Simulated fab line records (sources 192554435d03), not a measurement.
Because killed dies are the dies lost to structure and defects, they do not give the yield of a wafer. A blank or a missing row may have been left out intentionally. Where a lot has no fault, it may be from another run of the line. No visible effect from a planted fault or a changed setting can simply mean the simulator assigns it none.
fab line records	flow n5_finfet	part 2 of 2: steps 22 to 30 of 30
[record] lots = 5	wafers = 15	last_day = 16
route steps=1938 shown BEOL_M13@1695 BEOL_M14@1716
lots that met no fault: from a run of the same line without faults
start_h: hours from the record's first day to the start of the lot's first wafer shown	wait_h: how many hours have passed since the lot's step before this one	" the same as in the row above	L1.1+2: one row covering several wafers at once	- no value present, or no start provided	* or withheld: withheld	< > ~ a bound
route shown NAME@n: a module of which the file shows steps, and the number in the route of the first	usual: average and standard deviation across the fault-free wafers	same: alike in all rows	chamber/n: place in a boat	sites: readings site by site	_std_site: the values' standard deviation	_edge_site: the outer-site mean with the inner-site mean subtracted	radius_mm: how far each site lies from the wafer's centre	mask NAME#n: copy n	behind: tool/chamber where the wafer was last shaped	hold: why the lot was held/for how many hours/how that ended	device: which transistor (n, p or np) failed to switch	end of line: tests of these same wafers at the route's end	step lacking rows: just its recipe	killed: dies that structure and defects cost at the first sort, which is not the same as the wafer's yield	map: a wafer's dies, x killed, . not, _ none there
set.NAME: the run value of the setting; set.NAME@STEP: its run value at that earlier step	model.NAME: the simulator's own value behind a step, which no gauge read
certain route steps with their lots: each step a table, each wafer a row
services: a tool's chamber out of use, with start hour (start_h, from the record's first day; less than 0 if before it), hours out, and reason
[[steps]]
[step N5_BEOL_M14_ILD_DEP_00]
[recipe] material = SiO2	target_thk_a = 11193	temp_c = 400	precursor = TEOS/O2	pressure_torr = 6.5	rf_w = 900	teos_flow_sccm = 161.4	gas = O2	flow_sccm = 2650	time_s = 237.4
[usual] heater_power_w = 509/100	rf_fwd_power_W = 897.2/2.9	showerhead_plenum_p_Torr = 8.325/0.029	throttle_valve_pct = 18.7/0.98
lot.wafer	tool	chamber	start_h	wait_h	heater_power_w	rf_fwd_power_W	showerhead_plenum_p_Torr	throttle_valve_pct
L086.2	pecvd-04	2	318.64	0.0	638	895.1	8.339	17.1
L086.5	"	2	"	"	698	894.7	8.323	16.8
L086.6	"	0	"	"	434	894.8	8.308	19.1
L087.1	pecvd-01	1	323.95	0.0	418	900.5	8.329	18.7
L087.5	"	1	"	"	311	901.8	8.318	18.7
L087.6	"	0	"	"	401	898.3	8.322	20.1
L085.3	pecvd-01	1	324.40	0.0	383	893.1	8.325	18.8
L085.4	"	1	"	"	424	898.6	8.309	18.5
L085.6	"	2	"	"	395	898.2	8.328	18.9
L090.4	pecvd-01	2	345.64	0.1	538	897.6	8.306	19.0
L090.5	"	1	"	"	389	896.0	8.314	18.7
L090.6	"	0	"	"	477	902.7	8.344	20.3
L089.1	pecvd-04	1	345.95	0.0	591	900.2	8.353	18.7
L089.4	"	2	"	"	676	900.7	8.339	16.9
L089.5	"	1	"	"	479	902.1	8.382	18.9
[step N5_BEOL_M14_THK_MEAS_01]
[recipe] reads = SiO2_of_BEOL_M14_ILD_DEP_00
[usual] M14_ILD_THK = 1119/15
lot.wafer	tool	chamber	start_h	wait_h	M14_ILD_THK[nm]
L086.2	film_metro-02	-	318.83	0.1	1115
L086.5	"	-	"	"	1128
L086.6	"	-	"	"	1111
L087.1	film_metro-01	-	324.14	0.1	1096
L087.5	"	-	"	"	1110
L087.6	"	-	"	"	1141
L085.3	film_metro-01	-	324.59	0.1	1104
L085.4	"	-	"	"	1103
L085.6	"	-	"	"	1123
L090.4	film_metro-01	-	345.75	0.0	1129
L090.5	"	-	"	"	1111
L090.6	"	-	"	"	1145
L089.1	film_metro-02	-	346.14	0.1	1092
L089.4	"	-	"	"	1136
L089.5	"	-	"	"	1112
[step N5_BEOL_M14_COAT_58]
[recipe] resist = BARC	temp_c = 205	time_s = 60	spin_rpm = 1500	resist_thk_nm = 89
[usual] chill_plate_temp_C = 22.99/0.12	dispense_pressure_kPa = 45.6/2.5
lot.wafer	tool	chamber	start_h	wait_h	chill_plate_temp_C	dispense_pressure_kPa
L086.2	litho_track-03	0	318.86	0.0	22.98	48.6
L086.5	"	0	"	"	22.88	48.5
L086.6	"	0	"	"	22.92	48.5
L087.1	litho_track-02	0	324.17	0.0	22.96	42.3
L087.5	"	0	"	"	23.04	42.2
L087.6	"	0	"	"	23.02	42.2
L085.3	litho_track-03	0	324.62	0.0	22.69	48.5
L085.4	"	0	"	"	22.82	48.6
L085.6	"	0	"	"	22.92	48.6
L090.4	litho_track-05	0	345.78	0.0	23.18	46.2
L090.5	"	0	"	"	23.13	46.2
L090.6	"	0	"	"	22.94	46.2
L089.1	litho_track-02	0	346.17	0.0	23.05	42.2
L089.4	"	0	"	"	23.02	42.2
L089.5	"	0	"	"	23.15	42.3
[step N5_BEOL_M14_COAT_04]
[recipe] spin_rpm = 1704	resist_thk_nm = 800
[usual] chill_plate_temp_C = 23.00/0.12	dispense_pressure_kPa = 45.6/2.6
lot.wafer	tool	chamber	start_h	wait_h	chill_plate_temp_C	dispense_pressure_kPa
L086.2	litho_track-03	0	-	-	23.12	48.7
L086.5	"	0	"	"	22.97	48.7
L086.6	"	0	"	"	23.22	48.7
L087.1	litho_track-02	0	-	-	22.84	42.2
L087.5	"	0	"	"	22.83	42.2
L087.6	"	0	"	"	22.94	42.2
L085.3	litho_track-03	0	-	-	23.07	48.7
L085.4	"	0	"	"	23.22	48.7
L085.6	"	0	"	"	23.20	48.6
L090.4	litho_track-05	0	-	-	23.13	46.2
L090.5	"	0	"	"	23.06	46.3
L090.6	"	0	"	"	22.97	46.3
L089.1	litho_track-02	0	-	-	22.87	42.2
L089.4	"	0	"	"	22.98	42.2
L089.5	"	0	"	"	22.95	42.2
[step N5_BEOL_M14_EBR_06]
[recipe] solvent = PGMEA	ebr_width_mm = 1.5
[usual] chill_plate_temp_C = 22.99/0.096
lot.wafer	tool	chamber	start_h	wait_h	chill_plate_temp_C
L086.2	litho_track-03	0	-	-	22.97
L086.5	"	0	"	"	22.97
L086.6	"	0	"	"	23.05
L087.1	litho_track-02	0	-	-	23.05
L087.5	"	0	"	"	23.02
L087.6	"	0	"	"	23.05
L085.3	litho_track-03	0	-	-	23.09
L085.4	"	0	"	"	23.19
L085.6	"	0	"	"	23.10
L090.4	litho_track-05	0	-	-	23.09
L090.5	"	0	"	"	23.04
L090.6	"	0	"	"	23.11
L089.1	litho_track-02	0	-	-	23.16
L089.4	"	0	"	"	22.98
L089.5	"	0	"	"	23.11
[step N5_BEOL_M14_SOFTBAKE_05]
[recipe] temp_c = 130	time_s = 60
[usual] chill_plate_temp_C = 23.02/0.11
lot.wafer	tool	chamber	start_h	wait_h	chill_plate_temp_C
L086.2	litho_track-03	0	-	-	22.96
L086.5	"	0	"	"	23.13
L086.6	"	0	"	"	22.88
L087.1	litho_track-02	0	-	-	23.07
L087.5	"	0	"	"	23.01
L087.6	"	0	"	"	23.03
L085.3	litho_track-03	0	-	-	23.15
L085.4	"	0	"	"	23.01
L085.6	"	0	"	"	23.14
L090.4	litho_track-05	0	-	-	22.94
L090.5	"	0	"	"	23.03
L090.6	"	0	"	"	22.99
L089.1	litho_track-02	0	-	-	22.92
L089.4	"	0	"	"	23.08
L089.5	"	0	"	"	23.13
[step N5_BEOL_M14_EXPOSE_07]
[recipe] mask_id = V13	na = 0.8	source_shape = annular	sigma_inner = 0.5	sigma_outer = 0.8	polarization = unpolarized	attpsm_phase_deg = 180	dose_mj = 57
[usual] reticle_temp_C = 23.02/0.12
lot.wafer	tool	chamber	start_h	wait_h	mask	reticle_temp_C
L086.2	krf_scanner-01	0	319.09	-	V13#0	22.95
L086.5	"	0	"	"	V13#0	22.95
L086.6	"	0	"	"	V13#0	23.04
L087.1	krf_scanner-02	0	324.40	-	V13#0	22.99
L087.5	"	0	"	"	V13#0	22.95
L087.6	"	0	"	"	V13#0	23.06
L085.3	krf_scanner-01	0	324.86	-	V13#0	23.29
L085.4	"	0	"	"	V13#0	23.14
L085.6	"	0	"	"	V13#0	23.07
L090.4	krf_scanner-01	0	345.90	-	V13#0	22.85
L090.5	"	0	"	"	V13#0	23.07
L090.6	"	0	"	"	V13#0	23.04
L089.1	krf_scanner-02	0	346.39	-	V13#0	22.98
L089.4	"	0	"	"	V13#0	22.90
L089.5	"	0	"	"	V13#0	22.99
[step N5_BEOL_M14_PEB_08]
[recipe] peb_temp_c = 130	peb_time_s = 90
[usual] chill_plate_temp_C = 23.00/0.11
[same] peb_time_s = 90
lot.wafer	tool	chamber	start_h	wait_h	chill_plate_temp_C
L086.2	litho_track-02	0	319.15	0.0	22.92
L086.5	"	0	"	"	22.95
L086.6	"	0	"	"	22.93
L087.1	litho_track-05	0	324.46	0.1	23.05
L087.5	"	0	"	"	22.92
L087.6	"	0	"	"	23.00
L085.3	litho_track-02	0	324.91	0.0	22.86
L085.4	"	0	"	"	23.04
L085.6	"	0	"	"	22.99
L090.4	litho_track-03	0	345.94	0.0	23.13
L090.5	"	0	"	"	23.03
L090.6	"	0	"	"	23.11
L089.1	litho_track-03	0	346.45	0.1	22.92
L089.4	"	0	"	"	22.87
L089.5	"	0	"	"	22.79
[step N5_BEOL_M14_DEVELOP_09]
[recipe] develop_time_s = 45	rinse_liquid = diw	dry = air_spin	dev_temp_c = 21
[usual] chill_plate_temp_C = 22.99/0.11
lot.wafer	tool	chamber	start_h	wait_h	chill_plate_temp_C
L086.2	litho_track-02	0	-	-	23.17
L086.5	"	0	"	"	23.00
L086.6	"	0	"	"	23.19
L087.1	litho_track-05	0	-	-	23.05
L087.5	"	0	"	"	22.99
L087.6	"	0	"	"	22.98
L085.3	litho_track-02	0	-	-	22.98
L085.4	"	0	"	"	22.99
L085.6	"	0	"	"	22.98
L090.4	litho_track-03	0	-	-	23.06
L090.5	"	0	"	"	23.08
L090.6	"	0	"	"	23.20
L089.1	litho_track-03	0	-	-	22.98
L089.4	"	0	"	"	22.87
L089.5	"	0	"	"	22.81
[[services]]
tool	chamber	start_h	hours	kind
rie_diel-05	3	291.67	-	clean
rie_diel-05	3	291.67	-	consumable_replace:focus_ring
rie_diel-05	3	291.67	12.5	scheduled_down
rie_diel-05	3	291.67	12.5	vent_cycle
litho_track-05	-	293.87	-	consumable_replace:filter
cmp-03	-	294.90	1.3	repair
pecvd-02	2	299.65	5.5	scheduled_down
krf_scanner-01	-	304.12	0.8	pm
pecvd-02	1	305.11	2.1	scheduled_down
pecvd-02	-	307.51	5.5	pm
plasma_asher-01	-	311.70	14.6	pm
rie_diel-05	2	312.84	-	clean
litho_track-03	-	314.49	-	consumable_replace:filter
wet_bench-03	-	319.39	1.6	repair
cmp-03	-	320.45	4.0	pm
cmp-02	-	320.82	2.2	repair
pecvd-01	2	326.11	-	calibration
cmp-03	-	327.85	5.0	pm
cmp-02	-	330.30	0.2	repair
plasma_asher-01	-	332.48	1.1	repair
cmp-03	-	332.90	6.2	pm
wet_bench-03	-	336.33	27.5	repair
pecvd-02	-	337.70	3.3	repair
plasma_asher-01	-	340.89	1.4	repair
